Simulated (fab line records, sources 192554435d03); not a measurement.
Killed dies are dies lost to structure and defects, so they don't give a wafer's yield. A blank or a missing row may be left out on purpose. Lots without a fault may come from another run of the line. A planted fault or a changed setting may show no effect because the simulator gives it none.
Which tool did it? | flow n5_finfet | 12 lots, 33 wafers sampled, at 5 steps of a route of 1938

WHAT THE GAUGES READ, wafer by wafer
N5_ILD0_THK_MEAS_08.
lot  | measured    | on            | thk_nm (nm)
L556 | day 3 17:22 | film_metro-01 | 137.4 138.1
L558 | day 4 06:13 | film_metro-02 | 139.3 137.7 138.5
L559 | day 4 08:00 | film_metro-02 | 139.8 140.0 140.4
L560 | day 4 17:10 | film_metro-01 | 137.0 139.0 139.5
L562 | day 5 04:47 | film_metro-02 | 139.1 138.1 138.0
L568 | day 6 17:46 | film_metro-01 | 133.9 137.2
L571 | day 7 05:33 | film_metro-01 | 139.2 137.7 139.0
L573 | day 7 19:33 | film_metro-01 | 139.1 138.9
L574 | day 8 04:58 | film_metro-01 | 137.9 138.8 137.7
L575 | day 8 14:29 | film_metro-02 | 139.3 139.4 138.7
L576 | day 8 14:50 | film_metro-01 | 139.3 139.9 138.4
L578 | day 9 04:58 | film_metro-02 | 138.4 137.6 140.4

N5_ILD0_THK_MEAS_13.
lot  | measured    | on            | thk_nm (nm)
L556 | day 3 20:35 | film_metro-02 | 18.1 16.0
L558 | day 4 09:26 | film_metro-02 | 16.9 16.4 16.7
L559 | day 4 11:26 | film_metro-01 | 17.4 16.2 17.0
L560 | day 4 20:22 | film_metro-02 | 17.3 16.3 17.4
L562 | day 5 08:04 | film_metro-01 | 18.8 18.3 18.8
L568 | day 6 21:05 | film_metro-02 | 18.8 17.6
L571 | day 7 08:46 | film_metro-02 | 18.0 17.5 17.1
L573 | day 7 22:46 | film_metro-01 | 18.7 16.4
L574 | day 8 08:11 | film_metro-01 | 16.6 18.2 16.5
L575 | day 8 17:41 | film_metro-01 | 16.9 16.2 18.3
L576 | day 8 19:35 | film_metro-01 | 16.5 18.3 17.8
L578 | day 9 08:10 | film_metro-01 | 17.9 18.6 18.1

WHICH TOOL RAN EACH LOT (tool, then ch and the chambers of the sampled wafers, then the start)
lot  | N5_SD_EPI_N_VAPOR_ETCH_50      | N5_SD_EPI_P_ETCH_36               | N5_ILD0_CMP_07
L556 | epi_rpcvd-02 ch 0, day 3 03:15 | rie_diel-04 ch 0,1, day 3 07:46   | cmp-04 ch 0,1, day 3 17:04
L558 | epi_rpcvd-03 ch 0, day 3 19:24 | rie_diel-04 ch 1,2, day 3 22:38   | cmp-03 ch 1,2, day 4 05:56
L559 | epi_rpcvd-04 ch 0, day 3 19:53 | rie_diel-06 ch 1,2,3, day 3 23:28 | cmp-03 ch 1,3, day 4 07:44
L560 | epi_rpcvd-02 ch 0, day 4 03:58 | rie_diel-02 ch 1,2,3, day 4 07:44 | cmp-01 ch 0,1,3, day 4 16:54
L562 | epi_rpcvd-03 ch 0, day 4 17:08 | rie_diel-02 ch 0,2,3, day 4 20:06 | cmp-04 ch 1,2,3, day 5 04:29
L568 | epi_rpcvd-04 ch 0, day 6 06:34 | rie_diel-02 ch 1,3, day 6 09:56   | cmp-04 ch 0,1, day 6 17:28
L571 | epi_rpcvd-02 ch 0, day 6 18:34 | rie_diel-06 ch 0,2, day 6 21:33   | cmp-01 ch 0,1,3, day 7 05:22
L573 | epi_rpcvd-03 ch 0, day 7 08:33 | rie_diel-06 ch 1, day 7 11:29     | cmp-03 ch 0,1, day 7 19:15
L574 | epi_rpcvd-02 ch 0, day 7 17:16 | rie_diel-02 ch 1,3, day 7 20:14   | cmp-03 ch 0,1, day 8 04:41
L575 | epi_rpcvd-04 ch 0, day 8 01:28 | rie_diel-02 ch 0,1,3, day 8 05:14 | cmp-01 ch 0,2,3, day 8 14:16
L576 | epi_rpcvd-02 ch 0, day 8 03:34 | rie_diel-02 ch 2,3, day 8 06:36   | cmp-01 ch 1,3, day 8 14:35
L578 | epi_rpcvd-03 ch 0, day 8 17:22 | rie_diel-04 ch 1,2,3, day 8 21:03 | cmp-03 ch 1,2,3, day 9 04:47
- N5_SD_EPI_N_VAPOR_ETCH_50: etches Si in HCl, time 54 s.
- N5_SD_EPI_P_ETCH_36: etches SiARC in CF4, target depth 45.5 nm, time 75.8 s.
- N5_ILD0_CMP_07: polishes SiO2 flowable, stops on poly-Si, t overpolish 1.18 s, target thk 138.88 nm.

WHAT THE TOOLS THEMSELVES READ (means of the sampled wafers that have a number; where no wafer has one, the mark that the record gives instead)
N5_SD_EPI_N_VAPOR_ETCH_50.
lot  | tool         | throttle_valve_pct (%)
L556 | epi_rpcvd-02 | 11.8
L558 | epi_rpcvd-03 | 12.2
L559 | epi_rpcvd-04 | 10.9
L560 | epi_rpcvd-02 | 11.8
L562 | epi_rpcvd-03 | 12.1
L568 | epi_rpcvd-04 | 10.9
L571 | epi_rpcvd-02 | 11.7
L573 | epi_rpcvd-03 | 12.1
L574 | epi_rpcvd-02 | 11.9
L575 | epi_rpcvd-04 | 11.0
L576 | epi_rpcvd-02 | 11.8
L578 | epi_rpcvd-03 | 12.2

N5_SD_EPI_P_ETCH_36.
lot  | tool        | drypump_motor_current_A (A) | etch_rf_on_time_s (s) | oes_product_au (a.u.) | rf_vpp_V (V) | showerhead_plenum_p_Torr (Torr) | throttle_valve_pct (%)
L556 | rie_diel-04 | 5.7                         | 75.2                  | 0.70                  | 184.7        | 2.21                            | 15.48
L558 | rie_diel-04 | 5.7                         | 75.8                  | 0.70                  | 184.6        | 2.20                            | 15.56
L559 | rie_diel-06 | 5.8                         | 75.5                  | 0.64                  | 184.5        | 2.17                            | 15.77
L560 | rie_diel-02 | 5.7                         | 76.1                  | 0.65                  | 184.7        | 2.20                            | 15.62
L562 | rie_diel-02 | 5.5                         | 77.6                  | 0.62                  | 184.9        | 2.19                            | 15.71
L568 | rie_diel-02 | 5.4                         | 75.7                  | 0.67                  | 185.1        | 2.19                            | 15.47
L571 | rie_diel-06 | 5.5                         | 77.0                  | 0.63                  | 183.6        | 2.14                            | 15.70
L573 | rie_diel-06 | 5.5                         | 73.8                  | 0.66                  | 185.2        | 2.23                            | 15.86
L574 | rie_diel-02 | 5.4                         | 76.9                  | 0.66                  | 184.9        | 2.17                            | 15.52
L575 | rie_diel-02 | 5.3                         | 78.5                  | 0.63                  | 185.1        | 2.16                            | 15.61
L576 | rie_diel-02 | 5.5                         | 76.9                  | 0.70                  | 184.8        | 2.22                            | 15.46
L578 | rie_diel-04 | 5.5                         | 75.8                  | 0.69                  | 184.3        | 2.16                            | 15.60

N5_ILD0_CMP_07.
lot  | tool   | edge_zone_pressure_frac | motor_current_A (A) | platen_rpm (rpm) | retaining_ring_pressure_frac
L556 | cmp-04 | 1.006                   | 11.2                | 51.80            | 1.002
L558 | cmp-03 | 1.001                   | 10.6                | 51.78            | 1.006
L559 | cmp-03 | 1.004                   | 10.9                | 51.80            | 0.998
L560 | cmp-01 | 0.993                   | 12.7                | 51.77            | 1.000
L562 | cmp-04 | 0.997                   | 11.6                | 51.78            | 1.001
L568 | cmp-04 | 1.002                   | 11.3                | 51.78            | 0.994
L571 | cmp-01 | 1.006                   | 12.8                | 51.81            | 1.000
L573 | cmp-03 | 1.002                   | 10.3                | 51.79            | 1.002
L574 | cmp-03 | 0.997                   | 10.2                | 51.79            | 0.995
L575 | cmp-01 | 0.999                   | 13.4                | 51.83            | 1.001
L576 | cmp-01 | 0.999                   | 12.2                | 51.83            | 0.997
L578 | cmp-03 | 0.998                   | 11.9                | 51.79            | 0.999

THE ANSWER, worked out from the rows above alone
Rule: what is usual is taken from the lots themselves. Put in order of their means at a reading, lots are off if they are a third of the lots or fewer, leave a main group of 4 or more, and stand apart from it by a gap of 3 or more times the standard deviation of the main group's means; of several such gaps the widest counts. A main group whose means are all the same, to the digits that the tables above print for the reading, isn't used. A lot without any number at a reading at which 4 lots or more have one is off too. The other lots that the step has rows for count as sound. The gauges are gone through in route order, then the tools' own readings, and for those a lot's mean is taken as printed above. The first step at which some lot is off is used, and at that step the reading that is off furthest; a lot without a number counts as furthest.
Off: L568, at N5_ILD0_THK_MEAS_08 (thk_nm). The main group: mean 138.7 nm, standard deviation 0.59.
A tool fits if, at a process step before that reading, it ran every lot that is off, and no sound lot after the first of them. The gauges at N5_ILD0_THK_MEAS_08 aren't tried: what is off there is off at N5_SD_EPI_N_VAPOR_ETCH_50 too, on other tools, and a gauge's error can't cause that. One fits: cmp-04 at N5_ILD0_CMP_07. Its last sound lot is L562 (day 5 04:29), its first lot that is off L568 (day 6 17:28): a fault that began between those two fits.

WHAT THE SIMULATOR HAD PUT IN
Process parameter drift: cmp-04, from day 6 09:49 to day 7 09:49, at N5_ILD0_CMP_07. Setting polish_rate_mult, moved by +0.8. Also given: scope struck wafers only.
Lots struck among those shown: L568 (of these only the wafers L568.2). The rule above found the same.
